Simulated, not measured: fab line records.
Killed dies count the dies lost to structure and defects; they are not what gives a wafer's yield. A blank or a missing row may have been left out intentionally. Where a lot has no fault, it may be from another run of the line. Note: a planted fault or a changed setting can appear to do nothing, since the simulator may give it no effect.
Which tool did it? + flow nand-harc + 18 lots, 54 wafers sampled, at 6 steps of a route of 1302

WHAT EACH GAUGE READ, for each wafer
The record holds no reading of a measuring or inspecting step that can be judged against a usual standard deviation.

TOOL THAT RAN EACH LOT (tool first, then ch and the chambers of the sampled wafers, then the start)
| lot  | NHARC_A_STAIRCASE_ETCH_236                    | NHARC_A_STAIRCASE_ETCH_451                    | NHARC_A_STAIRCASE_DEP_301       | NHARC_A_STAIRCASE_ETCH_313         | NHARC_A_STAIRCASE_ETCH_453                    | NHARC_A_STAIRCASE_ALD_415        |
|------|-----------------------------------------------|-----------------------------------------------|---------------------------------|------------------------------------|-----------------------------------------------|----------------------------------|
| L075 | rie-diel-04 ch 0,1,3, day 17 11:29 or earlier | rie-diel-04 ch 0,1,2, day 17 11:29 or earlier | pecvd-02 ch 0,1,2, day 17 11:29 | rie-diel-04 ch 0,2,3, day 17 12:24 | rie-diel-04 ch 0,2,3, day 17 16:47 or earlier | ald-hk-02 ch 0,1,2, day 17 16:47 |
| L077 | rie-diel-04 ch 0,1,2, day 18 07:23 or earlier | rie-diel-04 ch 0,3, day 18 07:23 or earlier   | pecvd-04 ch 1,2, day 18 07:23   | rie-diel-02 ch 0,1,3, day 18 08:26 | rie-diel-02 ch 0,1,3, day 18 10:11 or earlier | ald-hk-03 ch 1,3, day 18 10:11   |
| L078 | rie-diel-07 ch 0,2,3, day 18 18:43 or earlier | rie-diel-07 ch 0,1,3, day 18 18:43 or earlier | pecvd-02 ch 0,1, day 18 18:43   | rie-diel-04 ch 0,1,2, day 18 19:47 | rie-diel-04 ch 0,1,2, day 18 22:29 or earlier | ald-hk-03 ch 1,2,3, day 18 22:29 |
| L079 | rie-diel-02 ch 0,2, day 18 20:13 or earlier   | rie-diel-02 ch 0,1,2, day 18 20:13 or earlier | pecvd-03 ch 0,1,2, day 18 20:13 | rie-diel-02 ch 0,1,2, day 18 21:14 | rie-diel-02 ch 0,3, day 18 23:00 or earlier   | ald-hk-02 ch 0,1, day 18 23:00   |
| L080 | rie-diel-02 ch 0,1,2, day 19 12:33 or earlier | rie-diel-02 ch 0,1,3, day 19 12:33 or earlier | pecvd-02 ch 0,1,2, day 19 12:33 | rie-diel-04 ch 0,1, day 19 13:37   | rie-diel-04 ch 0,1,3, day 19 16:36 or earlier | ald-hk-02 ch 0,2,3, day 19 16:36 |
| L081 | rie-diel-04 ch 0,1,3, day 21 01:55 or earlier | rie-diel-02 ch 0,1, day 21 01:55 or earlier   | pecvd-02 ch 0,1,2, day 21 01:55 | rie-diel-04 ch 0,2,3, day 21 02:58 | rie-diel-04 ch 0,3, day 21 05:16 or earlier   | ald-hk-03 ch 0,1,3, day 21 05:16 |
| L082 | rie-diel-02 ch 0,2, day 21 02:24 or earlier   | rie-diel-04 ch 0,1,2, day 21 02:24 or earlier | pecvd-03 ch 0,2, day 21 02:24   | rie-diel-04 ch 1,2,3, day 21 03:28 | rie-diel-04 ch 2,3, day 21 05:45 or earlier   | ald-hk-02 ch 0,1,2, day 21 05:45 |
| L084 | rie-diel-02 ch 0,1,2, day 21 06:14 or earlier | rie-diel-04 ch 2,3, day 21 06:14 or earlier   | pecvd-02 ch 0,1, day 21 06:14   | rie-diel-02 ch 0,3, day 21 07:21   | rie-diel-02 ch 0,2, day 21 09:58 or earlier   | ald-hk-03 ch 1,2, day 21 09:58   |
| L085 | rie-diel-07 ch 0,1,2, day 22 12:13 or earlier | rie-diel-02 ch 0,1,3, day 22 12:13 or earlier | pecvd-02 ch 0,1,2, day 22 12:13 | rie-diel-02 ch 0,1,3, day 22 13:16 | rie-diel-02 ch 1,2,3, day 22 15:02 or earlier | ald-hk-02 ch 0,2, day 22 15:02   |
| L087 | rie-diel-07 ch 0,2, day 22 20:59 or earlier   | rie-diel-07 ch 1,2,3, day 22 20:59 or earlier | pecvd-02 ch 0,1, day 22 20:59   | rie-diel-02 ch 0,2, day 22 22:01   | rie-diel-02 ch 1,2,3, day 23 05:41 or earlier | ald-hk-03 ch 0,3, day 23 05:41   |
| L088 | rie-diel-04 ch 0,1, day 23 03:47 or earlier   | rie-diel-07 ch 1,2,3, day 23 03:47 or earlier | pecvd-04 ch 0,1, day 23 03:47   | rie-diel-07 ch 0,1,3, day 23 04:52 | rie-diel-07 ch 0,2,3, day 23 07:27 or earlier | ald-hk-01 ch 0,1, day 23 07:27   |
| L089 | rie-diel-02 ch 1,2,3, day 23 05:37 or earlier | rie-diel-02 ch 0,2,3, day 23 05:37 or earlier | pecvd-03 ch 0,1, day 23 05:37   | rie-diel-02 ch 0,1,2, day 23 06:41 | rie-diel-02 ch 1,2,3, day 23 08:34 or earlier | ald-hk-03 ch 0,1,2, day 23 08:34 |
| L090 | rie-diel-02 ch 0,1,3, day 24 02:24 or earlier | rie-diel-07 ch 0,1,3, day 24 02:24 or earlier | pecvd-02 ch 0,1,2, day 24 02:24 | rie-diel-02 ch 0,2,3, day 24 03:20 | rie-diel-02 ch 0,1,2, day 24 06:17 or earlier | ald-hk-02 ch 1,2,3, day 24 06:17 |
| L091 | rie-diel-02 ch 0,2, day 24 10:08 or earlier   | rie-diel-02 ch 1,2, day 24 10:08 or earlier   | pecvd-03 ch 0,1,2, day 24 10:08 | rie-diel-07 ch 0,1,3, day 24 11:06 | rie-diel-07 ch 1,3, day 24 12:52 or earlier   | ald-hk-01 ch 1,2,3, day 24 12:52 |
| L094 | rie-diel-02 ch 0,1,2, day 26 06:13 or earlier | rie-diel-02 ch 1,2,3, day 26 06:13 or earlier | pecvd-04 ch 0,1,2, day 26 06:13 | rie-diel-04 ch 0,1,2, day 26 07:10 | rie-diel-04 ch 0,1,2, day 26 09:34 or earlier | ald-hk-03 ch 1,2,3, day 26 09:34 |
| L095 | rie-diel-04 ch 1,3, day 26 06:54 or earlier   | rie-diel-04 ch 0,1,3, day 26 06:54 or earlier | pecvd-04 ch 0,1,2, day 26 06:54 | rie-diel-02 ch 2,3, day 26 07:59   | rie-diel-02 ch 0,1,3, day 26 10:01 or earlier | ald-hk-01 ch 2,3, day 26 10:01   |
| L093 | rie-diel-02 ch 0,1, day 26 08:09 or earlier   | rie-diel-02 ch 1,3, day 26 08:09 or earlier   | pecvd-03 ch 0,1,2, day 26 08:09 | rie-diel-07 ch 1,2, day 26 09:10   | rie-diel-07 ch 0,1,2, day 26 11:54 or earlier | ald-hk-03 ch 2,3, day 26 11:54   |
| L096 | rie-diel-02 ch 0,1, day 27 03:47 or earlier   | rie-diel-07 ch 0,3, day 27 03:47 or earlier   | pecvd-04 ch 0,1,2, day 27 03:47 | rie-diel-04 ch 1,2,3, day 27 04:41 | rie-diel-04 ch 0,1,3, day 27 06:40 or earlier | ald-hk-02 ch 0,1, day 27 06:40   |
- NHARC_A_STAIRCASE_ETCH_236: etches the open film in C4F8/O2, target depth 100 nm, time 40.5 s.
- NHARC_A_STAIRCASE_ETCH_451: etches the open film in CF4/O2, target depth 30 nm, overetch 3 nm, time 16.5 s.
- NHARC_A_STAIRCASE_DEP_301: deposits SiON, target thk 30 nm.
- NHARC_A_STAIRCASE_ETCH_313: etches the open film in CF4/CHF3.
- NHARC_A_STAIRCASE_ETCH_453: etches the open film in CF4/O2, target depth 30 nm, overetch 3 nm, time 16.5 s.
- NHARC_A_STAIRCASE_ALD_415: deposits SiO2, target thk 30 nm, pulse time 6 s, ald cycles 300.

WHAT THE TOOLS THEMSELVES READ (means of the sampled wafers that have a number; where no wafer has one, the mark that the record gives instead)
NHARC_A_STAIRCASE_ETCH_236.
| lot  | tool        | oes-product-au (a.u.) | rf-fwd-power-W (W) | rf-vpp-V (V) |
|------|-------------|-----------------------|--------------------|--------------|
| L075 | rie-diel-04 | 0.948                 | 593.2              | 894          |
| L077 | rie-diel-04 | 0.942                 | 593.5              | 893          |
| L078 | rie-diel-07 | 0.949                 | 591.9              | 895          |
| L079 | rie-diel-02 | 0.942                 | 592.2              | 895          |
| L080 | rie-diel-02 | 0.933                 | 591.1              | 895          |
| L081 | rie-diel-04 | 0.947                 | 596.3              | 893          |
| L082 | rie-diel-02 | 0.932                 | 589.3              | 893          |
| L084 | rie-diel-02 | 0.941                 | 590.5              | 895          |
| L085 | rie-diel-07 | 0.952                 | 593.2              | 899          |
| L087 | rie-diel-07 | 0.942                 | 589.5              | 897          |
| L088 | rie-diel-04 | 0.946                 | 593.1              | 891          |
| L089 | rie-diel-02 | 0.932                 | 588.3              | 891          |
| L090 | rie-diel-02 | 0.944                 | 591.1              | 897          |
| L091 | rie-diel-02 | 0.932                 | 592.0              | 895          |
| L094 | rie-diel-02 | 0.954                 | 591.2              | 895          |
| L095 | rie-diel-04 | 0.943                 | 590.9              | 894          |
| L093 | rie-diel-02 | 0.958                 | 588.9              | 895          |
| L096 | rie-diel-02 | 0.948                 | 592.5              | 900          |

NHARC_A_STAIRCASE_ETCH_451.
| lot  | tool        | cf4-flow-sccm (sccm) | drypump-motor-current-A (A) | mfc-ar-sccm (sccm) | oes_f_703_au (a.u.) | oes-product-au (a.u.) | rf-fwd-power-W (W) | rf-vpp-V (V) | showerhead-plenum-p-Torr (Torr) | throttle-valve-pct (%) |
|------|-------------|----------------------|-----------------------------|--------------------|---------------------|-----------------------|--------------------|--------------|---------------------------------|------------------------|
| L075 | rie-diel-04 | 80.08                | 6.4                         | 0.008              | 1.001               | 1.003                 | 295.2              | 197.5        | 1.31                            | 13.396                 |
| L077 | rie-diel-04 | 80.07                | 6.0                         | 0.000              | 0.998               | 1.003                 | 294.4              | 196.4        | 1.28                            | 13.385                 |
| L078 | rie-diel-07 | 79.98                | 5.7                         | 0.008              | 1.001               | 0.995                 | 294.3              | 198.6        | 1.36                            | 13.393                 |
| L079 | rie-diel-02 | 79.97                | 5.3                         | 0.004              | 0.998               | 0.997                 | 292.5              | 198.1        | 1.33                            | 13.396                 |
| L080 | rie-diel-02 | 79.99                | 5.3                         | 0.004              | 1.002               | 1.000                 | 292.9              | 198.7        | 1.35                            | 13.395                 |
| L081 | rie-diel-02 | 80.10                | 5.4                         | 0.006              | 1.000               | 0.991                 | 293.9              | 198.2        | 1.33                            | 13.404                 |
| L082 | rie-diel-04 | 80.05                | 6.4                         | 0.008              | 0.998               | 1.002                 | 294.5              | 197.8        | 1.30                            | 13.403                 |
| L084 | rie-diel-04 | 79.89                | 6.1                         | 0.008              | 0.993               | 1.003                 | 295.7              | 196.6        | 1.29                            | 13.408                 |
| L085 | rie-diel-02 | 80.10                | 5.3                         | 0.004              | 1.001               | 0.990                 | 292.6              | 198.2        | 1.34                            | 13.401                 |
| L087 | rie-diel-07 | 79.78                | 5.9                         | 0.008              | 1.000               | 0.998                 | 293.7              | 198.5        | 1.35                            | 13.391                 |
| L088 | rie-diel-07 | 80.06                | 5.9                         | 0.008              | 1.001               | 0.997                 | 293.9              | 198.4        | 1.35                            | 13.396                 |
| L089 | rie-diel-02 | 79.88                | 5.2                         | 0.001              | 0.999               | 0.991                 | 293.0              | 197.4        | 1.33                            | 13.390                 |
| L090 | rie-diel-07 | 80.12                | 5.8                         | 0.008              | 1.003               | 0.994                 | 292.6              | 199.0        | 1.35                            | 13.398                 |
| L091 | rie-diel-02 | 80.20                | 5.5                         | 0.002              | 1.004               | 0.987                 | 293.6              | 197.0        | 1.26                            | 13.392                 |
| L094 | rie-diel-02 | 80.08                | 5.5                         | 0.002              | 0.993               | 1.001                 | 292.8              | 196.6        | 1.28                            | 13.392                 |
| L095 | rie-diel-04 | 79.87                | 6.3                         | 0.000              | 0.997               | 1.000                 | 295.5              | 198.3        | 1.36                            | 13.405                 |
| L093 | rie-diel-02 | 79.83                | 5.5                         | 0.002              | 1.002               | 1.004                 | 292.6              | 196.7        | 1.30                            | 13.405                 |
| L096 | rie-diel-07 | 80.23                | 5.4                         | 0.000              | 1.002               | 0.992                 | 293.2              | 195.4        | 1.30                            | 13.393                 |

NHARC_A_STAIRCASE_DEP_301.
| lot  | tool     | chamber-pressure-Torr (Torr) | heater-power-outer-w (W) | heater-power-w (W) | rf-fwd-power-W (W) |
|------|----------|------------------------------|--------------------------|--------------------|--------------------|
| L075 | pecvd-02 | 3.496                        | 454                      | 779                | 348.9              |
| L077 | pecvd-04 | 3.507                        | 396                      | 657                | 347.5              |
| L078 | pecvd-02 | 3.502                        | 449                      | 779                | 348.9              |
| L079 | pecvd-03 | 3.499                        | 435                      | 716                | 348.5              |
| L080 | pecvd-02 | 3.492                        | 471                      | 814                | 349.2              |
| L081 | pecvd-02 | 3.504                        | 460                      | 795                | 348.3              |
| L082 | pecvd-03 | 3.501                        | 489                      | 807                | 348.6              |
| L084 | pecvd-02 | 3.502                        | 432                      | 749                | 348.2              |
| L085 | pecvd-02 | 3.507                        | 416                      | 727                | 348.2              |
| L087 | pecvd-02 | 3.502                        | 442                      | 757                | 348.5              |
| L088 | pecvd-04 | 3.494                        | 494                      | 776                | 348.3              |
| L089 | pecvd-03 | 3.504                        | 426                      | 694                | 349.1              |
| L090 | pecvd-02 | 3.495                        | 480                      | 817                | 348.3              |
| L091 | pecvd-03 | 3.499                        | 433                      | 708                | 348.4              |
| L094 | pecvd-04 | 3.497                        | 426                      | 704                | 348.4              |
| L095 | pecvd-04 | 3.499                        | 424                      | 684                | 347.6              |
| L093 | pecvd-03 | 3.497                        | 419                      | 668                | 348.6              |
| L096 | pecvd-04 | 3.501                        | 466                      | 743                | 347.8              |

NHARC_A_STAIRCASE_ETCH_313.
| lot  | tool        | cf4-flow-sccm (sccm) | drypump-motor-current-A (A) | mfc-ar-sccm (sccm) | oes-product-au (a.u.) | rf-fwd-power-W (W) | rf-vpp-V (V) | showerhead-plenum-p-Torr (Torr) | throttle-valve-pct (%) |
|------|-------------|----------------------|-----------------------------|--------------------|-----------------------|--------------------|--------------|---------------------------------|------------------------|
| L075 | rie-diel-04 | 100.4                | 6.1                         | 0.008              | 0.924                 | 497.5              | 368.8        | 1.51                            | 16.797                 |
| L077 | rie-diel-02 | 100.0                | 5.3                         | 0.004              | 0.968                 | 496.0              | 371.5        | 1.59                            | 16.805                 |
| L078 | rie-diel-04 | 99.6                 | 6.4                         | 0.008              | 0.926                 | 497.5              | 369.4        | 1.54                            | 16.796                 |
| L079 | rie-diel-02 | 100.3                | 5.3                         | 0.004              | 0.925                 | 495.1              | 370.1        | 1.57                            | 16.808                 |
| L080 | rie-diel-04 | 99.9                 | 6.2                         | 0.000              | 0.932                 | 498.1              | 368.5        | 1.52                            | 16.805                 |
| L081 | rie-diel-04 | 100.2                | 6.1                         | 0.008              | 0.926                 | 497.0              | 369.1        | 1.51                            | 16.801                 |
| L082 | rie-diel-04 | 99.8                 | 6.3                         | 0.008              | 0.920                 | 497.8              | 370.1        | 1.55                            | 16.801                 |
| L084 | rie-diel-02 | 99.5                 | 5.2                         | 0.001              | 0.918                 | 494.6              | 371.5        | 1.60                            | 16.804                 |
| L085 | rie-diel-02 | 100.1                | 5.3                         | 0.004              | 0.914                 | 497.0              | 371.4        | 1.58                            | 16.805                 |
| L087 | rie-diel-02 | 100.3                | 5.2                         | 0.001              | 0.917                 | 496.4              | 370.4        | 1.55                            | 16.806                 |
| L088 | rie-diel-07 | 100.2                | 5.7                         | 0.008              | 0.914                 | 498.0              | 371.0        | 1.59                            | 16.807                 |
| L089 | rie-diel-02 | 100.1                | 5.3                         | 0.004              | 0.911                 | 495.6              | 370.5        | 1.56                            | 16.806                 |
| L090 | rie-diel-02 | 99.8                 | 5.2                         | 0.001              | 0.917                 | 496.4              | 370.7        | 1.57                            | 16.801                 |
| L091 | rie-diel-07 | 100.0                | 5.8                         | 0.008              | 0.922                 | 496.1              | 371.6        | 1.59                            | 16.790                 |
| L094 | rie-diel-04 | 100.1                | 6.3                         | 0.008              | 0.934                 | 497.8              | 371.4        | 1.60                            | 16.801                 |
| L095 | rie-diel-02 | 99.9                 | 5.4                         | 0.000              | 0.955                 | 494.4              | 368.4        | 1.49                            | 16.806                 |
| L093 | rie-diel-07 | 100.3                | 6.4                         | 0.008              | 0.936                 | 497.4              | 371.6        | 1.60                            | 16.798                 |
| L096 | rie-diel-04 | 99.8                 | 6.3                         | 0.008              | 0.920                 | 496.8              | 370.8        | 1.54                            | 16.801                 |

NHARC_A_STAIRCASE_ETCH_453.
| lot  | tool        | cf4-flow-sccm (sccm) | drypump-motor-current-A (A) | mfc-ar-sccm (sccm) | oes_f_703_au (a.u.) | oes-product-au (a.u.) | rf-fwd-power-W (W) | rf-vpp-V (V) | showerhead-plenum-p-Torr (Torr) | throttle-valve-pct (%) |
|------|-------------|----------------------|-----------------------------|--------------------|---------------------|-----------------------|--------------------|--------------|---------------------------------|------------------------|
| L075 | rie-diel-04 | 80.05                | 6.1                         | 0.008              | 1.002               | 1.001                 | 294.3              | 197.2        | 1.28                            | 13.393                 |
| L077 | rie-diel-02 | 79.96                | 5.3                         | 0.004              | 1.000               | 0.991                 | 294.1              | 197.3        | 1.35                            | 13.399                 |
| L078 | rie-diel-04 | 80.15                | 6.4                         | 0.008              | 0.999               | 1.001                 | 294.3              | 197.2        | 1.30                            | 13.394                 |
| L079 | rie-diel-02 | 80.02                | 5.2                         | 0.001              | 1.001               | 1.003                 | 293.1              | 198.1        | 1.36                            | 13.400                 |
| L080 | rie-diel-04 | 80.23                | 6.3                         | 0.000              | 1.002               | 0.994                 | 294.9              | 197.0        | 1.31                            | 13.398                 |
| L081 | rie-diel-04 | 79.89                | 6.1                         | 0.000              | 1.004               | 0.990                 | 295.2              | 196.4        | 1.26                            | 13.405                 |
| L082 | rie-diel-04 | 79.93                | 6.1                         | 0.008              | 0.995               | 1.000                 | 293.7              | 196.6        | 1.29                            | 13.392                 |
| L084 | rie-diel-02 | 80.10                | 5.2                         | 0.001              | 1.003               | 0.991                 | 291.9              | 197.2        | 1.31                            | 13.393                 |
| L085 | rie-diel-02 | 79.76                | 5.5                         | 0.002              | 1.001               | 0.994                 | 293.5              | 196.5        | 1.28                            | 13.396                 |
| L087 | rie-diel-02 | 79.83                | 5.5                         | 0.002              | 1.000               | 0.991                 | 292.9              | 196.6        | 1.28                            | 13.401                 |
| L088 | rie-diel-07 | 80.05                | 5.9                         | 0.000              | 0.999               | 0.999                 | 293.3              | 197.0        | 1.33                            | 13.395                 |
| L089 | rie-diel-02 | 79.79                | 5.5                         | 0.002              | 1.002               | 0.988                 | 293.2              | 196.5        | 1.28                            | 13.393                 |
| L090 | rie-diel-02 | 79.96                | 5.3                         | 0.004              | 0.997               | 0.987                 | 292.8              | 197.4        | 1.32                            | 13.389                 |
| L091 | rie-diel-07 | 79.85                | 5.8                         | 0.016              | 1.003               | 0.998                 | 295.2              | 198.2        | 1.37                            | 13.398                 |
| L094 | rie-diel-04 | 79.96                | 6.3                         | 0.008              | 1.000               | 0.998                 | 294.8              | 197.7        | 1.36                            | 13.385                 |
| L095 | rie-diel-02 | 79.91                | 5.3                         | 0.004              | 1.002               | 1.005                 | 293.0              | 197.7        | 1.34                            | 13.399                 |
| L093 | rie-diel-07 | 79.85                | 6.2                         | 0.008              | 1.003               | 1.003                 | 294.5              | 198.0        | 1.36                            | 13.400                 |
| L096 | rie-diel-04 | 79.90                | 6.3                         | 0.000              | 1.002               | 1.004                 | 295.2              | 197.9        | 1.36                            | 13.400                 |

NHARC_A_STAIRCASE_ALD_415.
| lot  | tool      | heater-power-outer-w (W) | heater-power-w (W) | precursor-pulse-height-rel |
|------|-----------|--------------------------|--------------------|----------------------------|
| L075 | ald-hk-02 | 281                      | 474                | 0.999                      |
| L077 | ald-hk-03 | 259                      | 458                | 0.996                      |
| L078 | ald-hk-03 | 254                      | 461                | 0.991                      |
| L079 | ald-hk-02 | 313                      | 522                | 1.011                      |
| L080 | ald-hk-02 | 270                      | 468                | 1.026                      |
| L081 | ald-hk-03 | 255                      | 470                | 1.012                      |
| L082 | ald-hk-02 | 280                      | 472                | 0.996                      |
| L084 | ald-hk-03 | 251                      | 433                | 0.998                      |
| L085 | ald-hk-02 | 247                      | 425                | 0.997                      |
| L087 | ald-hk-03 | 254                      | 480                | 1.016                      |
| L088 | ald-hk-01 | 280                      | 503                | 1.015                      |
| L089 | ald-hk-03 | 251                      | 456                | 0.992                      |
| L090 | ald-hk-02 | 298                      | 477                | 1.006                      |
| L091 | ald-hk-01 | 291                      | 509                | 1.012                      |
| L094 | ald-hk-03 | 252                      | 453                | 1.003                      |
| L095 | ald-hk-01 | 287                      | 512                | 0.991                      |
| L093 | ald-hk-03 | 253                      | 472                | 1.017                      |
| L096 | ald-hk-02 | 313                      | 522                | 1.010                      |

THE ANSWER, worked out from the rows above alone
Rule: the lots themselves supply what counts as usual. The widest of any qualifying gaps counts: lots, ordered by their means at a reading, are off when they make up no more than a third of the lots, leave a main group of 4 or more, and stand apart from it by 3 or more times the standard deviation of that group's means. Not used: any main group whose means are identical at the precision the tables above print for the reading. A lot without any number at a reading at which 4 lots or more have one is off too. Any other lot the step has rows for is counted as sound. Order of review: gauges by route order, followed by the tools' own readings, for which a lot's mean as printed above is used. The first step at which some lot is off is used, and at that step the reading that is off furthest; a lot without a number counts as furthest.
Nothing can be told from this: no lot is off at any reading shown.

WHAT THE SIMULATOR HAD PUT IN
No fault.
